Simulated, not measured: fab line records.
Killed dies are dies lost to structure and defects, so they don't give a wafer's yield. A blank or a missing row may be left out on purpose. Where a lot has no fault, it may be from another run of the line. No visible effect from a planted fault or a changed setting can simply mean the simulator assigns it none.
Which of the tools did it?	flow nand-harc	63 wafers from 21 lots sampled at 6 of the route's 1302 steps

WHAT EACH GAUGE READ, for each wafer
The record lacks any reading of a measuring or inspecting step that a usual standard deviation could be used to judge.

EACH LOT AND THE TOOL THAT RAN IT (in order: tool; ch and the chambers of the sampled wafers; start)
lot	NHARC_A_STAIRCASE_ETCH_15	NHARC_A_STAIRCASE_ETCH_17	NHARC_A_STAIRCASE_TRIM_22	NHARC_A_STAIRCASE_ETCH_25	NHARC_A_STAIRCASE_ETCH_27	NHARC_A_STAIRCASE_TRIM_200
L074	rie-diel-12 ch 1,2,3, no start	rie-diel-12 ch 1,2,3, no start	rie-diel-12 ch 1,2, no start	rie-diel-12 ch 0,2,3, no start	rie-diel-12 ch 0,1, no start	rie-diel-09 ch 2,3, no start
L076	rie-diel-09 ch 0,1,3, no start	rie-diel-09 ch 0,1,2, no start	rie-diel-06 ch 0,2, no start	rie-diel-06 ch 0,1,3, no start	rie-diel-06 ch 2,3, no start	rie-diel-12 ch 2,3, no start
L078	rie-diel-12 ch 0,2,3, no start	rie-diel-12 ch 1,2, no start	rie-diel-09 ch 0,3, no start	rie-diel-09 ch 1,2, no start	rie-diel-09 ch 0,1,2, no start	rie-diel-06 ch 0,1,2, no start
L079	rie-diel-12 ch 2,3, no start	rie-diel-12 ch 2,3, no start	rie-diel-12 ch 0,1,2, no start	rie-diel-12 ch 0,2, no start	rie-diel-12 ch 2,3, no start	rie-diel-12 ch 0,1,2, no start
L075	rie-diel-06 ch 0,2,3, no start	rie-diel-06 ch 0,1,2, no start	rie-diel-12 ch 0,1,2, no start	rie-diel-12 ch 0,1,2, no start	rie-diel-12 ch 0,1,2, no start	rie-diel-06 ch 0,1,3, no start
L080	rie-diel-09 ch 0,1,2, no start	rie-diel-09 ch 0,3, no start	rie-diel-09 ch 0,1,2, no start	rie-diel-09 ch 1,2, no start	rie-diel-09 ch 0,1,2, no start	rie-diel-12 ch 0,1,2, no start
L084	rie-diel-06 ch 0,2,3, no start	rie-diel-06 ch 1,2,3, no start	rie-diel-06 ch 0,2,3, no start	rie-diel-06 ch 1,2, no start	rie-diel-06 ch 1,2, no start	rie-diel-06 ch 2,3, no start
L083	rie-diel-09 ch 0,2,3, no start	rie-diel-09 ch 0,3, no start	rie-diel-12 ch 1,2,3, no start	rie-diel-12 ch 0,3, no start	rie-diel-12 ch 1,3, no start	rie-diel-09 ch 0,2, no start
L085	rie-diel-06 ch 0,2,3, no start	rie-diel-06 ch 1,3, no start	rie-diel-12 ch 1,2, no start	rie-diel-12 ch 1,2,3, no start	rie-diel-12 ch 1,3, no start	rie-diel-12 ch 0,3, no start
L086	rie-diel-09 ch 1,2,3, no start	rie-diel-09 ch 0,1,2, no start	rie-diel-09 ch 0,1, no start	rie-diel-09 ch 0,2, no start	rie-diel-09 ch 0,3, no start	rie-diel-09 ch 1,2,3, no start
L087	rie-diel-12 ch 1,3, day 21 17:31 or earlier	rie-diel-12 ch 1,2, day 21 17:31 or earlier	rie-diel-09 ch 0,2, day 21 17:31 or earlier	rie-diel-12 ch 1,2, day 21 17:31	rie-diel-12 ch 1,2, day 21 17:47	rie-diel-06 ch 1,3, no start
L088	rie-diel-09 ch 0,1,3, no start	rie-diel-09 ch 1,2, no start	rie-diel-09 ch 1,2,3, no start	rie-diel-09 ch 1,2, no start	rie-diel-09 ch 0,2,3, no start	rie-diel-12 ch 0,1, no start
L089	rie-diel-09 ch 0,1,3, no start	rie-diel-09 ch 0,1,2, no start	rie-diel-12 ch 0,1, no start	rie-diel-12 ch 1,2,3, no start	rie-diel-12 ch 0,2, no start	rie-diel-06 ch 1,3, no start
L090	rie-diel-09 ch 0,1,3, no start	rie-diel-09 ch 1,2,3, no start	rie-diel-06 ch 0,3, no start	rie-diel-06 ch 0,2, no start	rie-diel-06 ch 0,3, no start	rie-diel-09 ch 0,1, no start
L092	rie-diel-12 ch 0,1,2, no start	rie-diel-12 ch 1,2,3, no start	rie-diel-06 ch 0,2,3, no start	rie-diel-06 ch 0,1,2, no start	rie-diel-06 ch 0,1,3, no start	rie-diel-06 ch 0,2,3, no start
L091	rie-diel-12 ch 1,3, no start	rie-diel-12 ch 0,1,2, no start	rie-diel-09 ch 1,2,3, no start	rie-diel-09 ch 0,2, no start	rie-diel-09 ch 0,1,2, no start	rie-diel-06 ch 1,2,3, no start
L093	rie-diel-09 ch 1,2,3, no start	rie-diel-09 ch 0,1,2, no start	rie-diel-09 ch 1,2, no start	rie-diel-09 ch 0,3, no start	rie-diel-09 ch 0,1,2, no start	rie-diel-12 ch 0,1, no start
L094	rie-diel-09 ch 0,2,3, no start	rie-diel-09 ch 0,2, no start	rie-diel-12 ch 0,1, no start	rie-diel-12 ch 1,2,3, no start	rie-diel-12 ch 0,1,3, no start	rie-diel-09 ch 0,3, no start
L096	rie-diel-12 ch 0,1,2, no start	rie-diel-12 ch 0,1,3, no start	rie-diel-09 ch 0,1,3, no start	rie-diel-09 ch 1,2, no start	rie-diel-09 ch 1,2,3, no start	rie-diel-12 ch 1,2, no start
L095	rie-diel-12 ch 0,1, no start	rie-diel-12 ch 0,1, no start	rie-diel-12 ch 0,3, no start	rie-diel-12 ch 0,2,3, no start	rie-diel-12 ch 0,1, no start	rie-diel-06 ch 0,1, no start
L097	rie-diel-09 ch 2,3, no start	rie-diel-09 ch 1,3, no start	rie-diel-09 ch 0,1,3, no start	rie-diel-09 ch 0,1,2, no start	rie-diel-09 ch 0,1,3, no start	rie-diel-09 ch 0,2, no start
- NHARC_A_STAIRCASE_ETCH_15: etches the open film in C4F8/O2, target depth 100 nm, time 40.5 s.
- NHARC_A_STAIRCASE_ETCH_17: etches the open film in C4F8/O2, target depth 100 nm, time 40.5 s.
- NHARC_A_STAIRCASE_TRIM_22: chemistry O2, time 211.2 s.
- NHARC_A_STAIRCASE_ETCH_25: etches the open film in C4F8/O2, target depth 100 nm, time 40.5 s.
- NHARC_A_STAIRCASE_ETCH_27: etches the open film in C4F8/O2, target depth 100 nm, time 40.5 s.
- NHARC_A_STAIRCASE_TRIM_200: chemistry O2, time 211.2 s.

WHAT THE TOOLS THEMSELVES READ (means of the sampled wafers that have a number; where no wafer has one, the mark that the record gives instead)
NHARC_A_STAIRCASE_ETCH_15. Usual: chamber-pressure-mTorr 24.999 mTorr, standard deviation 0.024; oes-product-au 0.945 a.u., standard deviation 0.012; rf-vpp-V 896 V, standard deviation 7.4.
lot	tool	chamber-pressure-mTorr (mTorr)	oes-product-au (a.u.)	rf-vpp-V (V)	flag
L074	rie-diel-12	25.001	0.951	889	
L076	rie-diel-09	24.995	0.957	905	
L078	rie-diel-12	25.007	0.957	893	
L079	rie-diel-12	24.986	0.945	888	
L075	rie-diel-06	24.996	0.944	891	
L080	rie-diel-09	24.991	0.954	899	
L084	rie-diel-06	25.003	0.939	890	
L083	rie-diel-09	24.997	0.934	898	
L085	rie-diel-06	25.002	0.943	890	
L086	rie-diel-09	25.001	0.934	898	
L087	rie-diel-12	24.998	0.950	900	
L088	rie-diel-09	24.997	0.931	903	
L089	rie-diel-09	25.010	0.945	903	
L090	rie-diel-09	24.992	0.926	904	
L092	rie-diel-12	25.000	0.946	891	
L091	rie-diel-12	24.989	0.955	894	
L093	rie-diel-09	25.020	0.939	897	
L094	rie-diel-09	24.990	0.942	899	
L096	rie-diel-12	25.000	0.950	891	
L095	rie-diel-12	25.010	0.951	895	
L097	rie-diel-09	25.011	0.946	892	

NHARC_A_STAIRCASE_ETCH_17. Usual: chamber-pressure-mTorr 24.997 mTorr, standard deviation 0.022; oes-product-au 0.945 a.u., standard deviation 0.011; rf-vpp-V 896 V, standard deviation 7.4.
lot	tool	chamber-pressure-mTorr (mTorr)	oes-product-au (a.u.)	rf-vpp-V (V)	flag
L074	rie-diel-12	24.997	0.946	889	
L076	rie-diel-09	25.011	0.951	898	
L078	rie-diel-12	24.988	0.950	890	
L079	rie-diel-12	24.997	0.956	888	
L075	rie-diel-06	25.027	0.945	896	
L080	rie-diel-09	24.993	0.939	905	
L084	rie-diel-06	25.024	0.939	896	
L083	rie-diel-09	24.996	0.936	904	
L085	rie-diel-06	25.029	0.942	893	
L086	rie-diel-09	25.000	0.943	898	
L087	rie-diel-12	24.986	0.942	889	
L088	rie-diel-09	25.000	0.929	897	
L089	rie-diel-09	25.009	0.943	898	
L090	rie-diel-09	24.998	0.933	898	
L092	rie-diel-12	24.975	0.949	894	
L091	rie-diel-12	24.995	0.945	891	
L093	rie-diel-09	25.011	0.948	898	
L094	rie-diel-09	25.008	0.953	897	
L096	rie-diel-12	24.997	0.958	896	
L095	rie-diel-12	25.021	0.949	891	
L097	rie-diel-09	24.994	0.947	903	

NHARC_A_STAIRCASE_TRIM_22. Usual: value, then standard deviation, for each; chamber-pressure-mTorr 60.01 mTorr / 0.054; drypump-motor-current-A 5.9 A / 0.45; o2-flow-sccm 500.2 sccm / 1.5; oes-product-au 0.999 a.u. / 0.0096; rf-vpp-V 57.9 V / 1; showerhead-plenum-p-Torr 3.52 Torr / 0.2; throttle-valve-pct 17.037 % / 0.0093.
lot	tool	chamber-pressure-mTorr (mTorr)	drypump-motor-current-A (A)	o2-flow-sccm (sccm)	oes-product-au (a.u.)	rf-vpp-V (V)	showerhead-plenum-p-Torr (Torr)	throttle-valve-pct (%)	flag
L074	rie-diel-12	59.94	5.9	498.9	0.998	57.2	3.36	17.038	
L076	rie-diel-06	60.03	5.2	500.5	1.000	57.7	3.41	17.041	
L078	rie-diel-09	60.02	6.2	497.2	0.994	58.2	3.77	17.036	
L079	rie-diel-12	59.97	6.1	500.5	0.994	56.6	3.43	17.038	
L075	rie-diel-12	60.01	6.1	499.3	1.002	57.4	3.43	17.049	
L080	rie-diel-09	59.98	5.9	499.4	1.000	58.2	3.60	17.036	
L084	rie-diel-06	60.03	5.2	502.0	1.004	57.3	3.38	17.030	
L083	rie-diel-12	60.04	6.0	501.1	1.002	57.1	3.31	17.031	
L085	rie-diel-12	60.05	5.9	500.9	0.990	56.5	3.34	17.035	
L086	rie-diel-09	59.98	6.0	499.5	1.008	58.7	3.74	17.030	
L087	rie-diel-09	60.01	5.7	499.8	0.983	56.3	3.44	17.031	
L088	rie-diel-09	60.03	6.1	501.0	1.002	58.8	3.59	17.034	
L089	rie-diel-12	60.02	6.5	499.4	1.007	57.4	3.41	17.028	
L090	rie-diel-06	60.00	5.4	501.1	0.996	57.2	3.31	17.043	
L092	rie-diel-06	60.01	5.2	499.3	0.998	57.1	3.36	17.033	
L091	rie-diel-09	60.00	6.1	501.1	1.003	58.3	3.58	17.036	
L093	rie-diel-09	60.02	5.8	500.5	0.994	58.1	3.43	17.038	
L094	rie-diel-12	60.07	6.4	500.2	0.998	58.3	3.48	17.047	
L096	rie-diel-09	59.99	6.1	500.6	0.998	59.4	3.73	17.042	
L095	rie-diel-12	59.98	6.0	500.0	1.015	57.6	3.71	17.043	
L097	rie-diel-09	60.00	6.2	500.9	1.001	59.0	3.73	17.035	

NHARC_A_STAIRCASE_ETCH_25. Usual: chamber-pressure-mTorr 25.001 mTorr, standard deviation 0.024; oes-product-au 0.948 a.u., standard deviation 0.012; rf-vpp-V 895 V, standard deviation 7.4.
lot	tool	chamber-pressure-mTorr (mTorr)	oes-product-au (a.u.)	rf-vpp-V (V)	flag
L074	rie-diel-12	25.021	0.961	892	
L076	rie-diel-06	25.001	0.954	894	
L078	rie-diel-09	24.975	0.956	897	
L079	rie-diel-12	25.009	0.952	896	
L075	rie-diel-12	24.987	0.949	892	
L080	rie-diel-09	25.001	0.927	892	
L084	rie-diel-06	25.011	0.929	900	
L083	rie-diel-12	25.005	0.971	894	
L085	rie-diel-12	24.987	0.948	895	
L086	rie-diel-09	25.005	0.941	893	
L087	rie-diel-12	25.003	0.970	888	
L088	rie-diel-09	24.994	0.945	892	
L089	rie-diel-12	25.019	0.945	894	
L090	rie-diel-06	24.995	0.951	892	
L092	rie-diel-06	25.022	0.946	895	
L091	rie-diel-09	25.028	0.944	893	
L093	rie-diel-09	25.011	0.947	903	
L094	rie-diel-12	24.998	0.953	894	
L096	rie-diel-09	24.993	0.946	892	
L095	rie-diel-12	24.985	0.944	897	
L097	rie-diel-09	25.021	0.944	898	

NHARC_A_STAIRCASE_ETCH_27. Usual: chamber-pressure-mTorr 25.000 mTorr, standard deviation 0.021; oes-product-au 0.947 a.u., standard deviation 0.013; rf-vpp-V 896 V, standard deviation 7.3.
lot	tool	chamber-pressure-mTorr (mTorr)	oes-product-au (a.u.)	rf-vpp-V (V)	flag
L074	rie-diel-12	24.982	0.954	896	
L076	rie-diel-06	25.005	0.954	893	
L078	rie-diel-09	25.002	0.945	898	
L079	rie-diel-12	24.990	0.955	888	
L075	rie-diel-12	24.983	0.943	892	
L080	rie-diel-09	25.000	0.935	898	
L084	rie-diel-06	25.013	0.942	897	
L083	rie-diel-12	25.001	0.954	888	
L085	rie-diel-12	24.999	0.958	900	
L086	rie-diel-09	24.997	0.953	904	
L087	rie-diel-12	25.003	0.981	889	
L088	rie-diel-09	25.017	0.955	898	
L089	rie-diel-12	25.004	0.941	895	
L090	rie-diel-06	24.985	0.945	887	
L092	rie-diel-06	25.007	0.923	894	
L091	rie-diel-09	24.994	0.945	897	
L093	rie-diel-09	25.009	0.950	897	
L094	rie-diel-12	24.985	0.954	896	
L096	rie-diel-09	24.986	0.940	898	
L095	rie-diel-12	24.983	0.936	895	
L097	rie-diel-09	24.985	0.946	904	

NHARC_A_STAIRCASE_TRIM_200. Usual: value, then standard deviation, for each; chamber-pressure-mTorr 60.00 mTorr / 0.062; drypump-motor-current-A 5.8 A / 0.51; o2-flow-sccm 499.9 sccm / 1.6; oes-product-au 1.000 a.u. / 0.0099; rf-vpp-V 57.8 V / 1; showerhead-plenum-p-Torr 3.52 Torr / 0.2; throttle-valve-pct 17.036 % / 0.0088.
lot	tool	chamber-pressure-mTorr (mTorr)	drypump-motor-current-A (A)	o2-flow-sccm (sccm)	oes-product-au (a.u.)	rf-vpp-V (V)	showerhead-plenum-p-Torr (Torr)	throttle-valve-pct (%)	flag
L074	rie-diel-09	59.96	6.1	499.1	0.997	57.3	3.62	17.037	
L076	rie-diel-12	60.03	5.6	500.3	0.999	57.3	3.33	17.033	
L078	rie-diel-06	59.94	5.2	499.0	1.005	58.0	3.53	17.027	
L079	rie-diel-12	60.02	6.2	499.9	1.007	57.6	3.43	17.039	
L075	rie-diel-06	60.00	5.4	501.7	0.993	58.0	3.48	17.045	
L080	rie-diel-12	60.00	6.1	499.3	0.997	57.2	3.42	17.028	
L084	rie-diel-06	59.97	5.2	499.7	0.999	58.5	3.36	17.040	
L083	rie-diel-09	60.01	5.8	500.7	0.996	57.8	3.61	17.032	
L085	rie-diel-12	60.00	6.0	500.3	1.013	58.1	3.73	17.024	
L086	rie-diel-09	59.91	6.1	500.3	0.996	58.1	3.59	17.038	
L087	rie-diel-06	60.06	5.4	499.0	0.986	57.9	3.45	17.037	
L088	rie-diel-12	60.01	6.5	500.7	1.012	57.4	3.41	17.043	
L089	rie-diel-06	59.96	5.3	501.2	0.992	57.8	3.59	17.034	
L090	rie-diel-09	60.09	6.1	501.0	1.005	58.4	3.74	17.038	
L092	rie-diel-06	59.98	5.2	498.4	1.000	57.6	3.36	17.030	
L091	rie-diel-06	60.00	5.2	500.5	1.000	57.0	3.49	17.025	
L093	rie-diel-12	60.06	6.4	499.5	1.001	58.2	3.48	17.035	
L094	rie-diel-09	59.99	6.0	499.5	1.006	58.7	3.74	17.029	
L096	rie-diel-12	60.04	5.9	498.5	0.996	56.9	3.32	17.035	
L095	rie-diel-06	59.98	5.3	500.0	0.992	56.9	3.46	17.043	
L097	rie-diel-09	59.98	5.7	499.5	1.006	57.5	3.43	17.041	

THE ANSWER, worked out from the rows above alone
Rule: take the mean of a lot's wafers that have a number; if it is more than 3 standard deviations from the usual mean, the lot is off. A lot without any number at a reading at which 4 lots or more have one is off too. The other lots that the step has rows for count as sound. After the gauges, taken in route order, come the tools' own readings; for these a lot's mean is taken, as printed above. At the first step where some lot is off, the reading lying furthest off is the one used; lots without a number count as furthest.
No lot is off on any of the readings shown, so nothing can be concluded from this.

WHAT THE SIMULATOR HAD PUT IN
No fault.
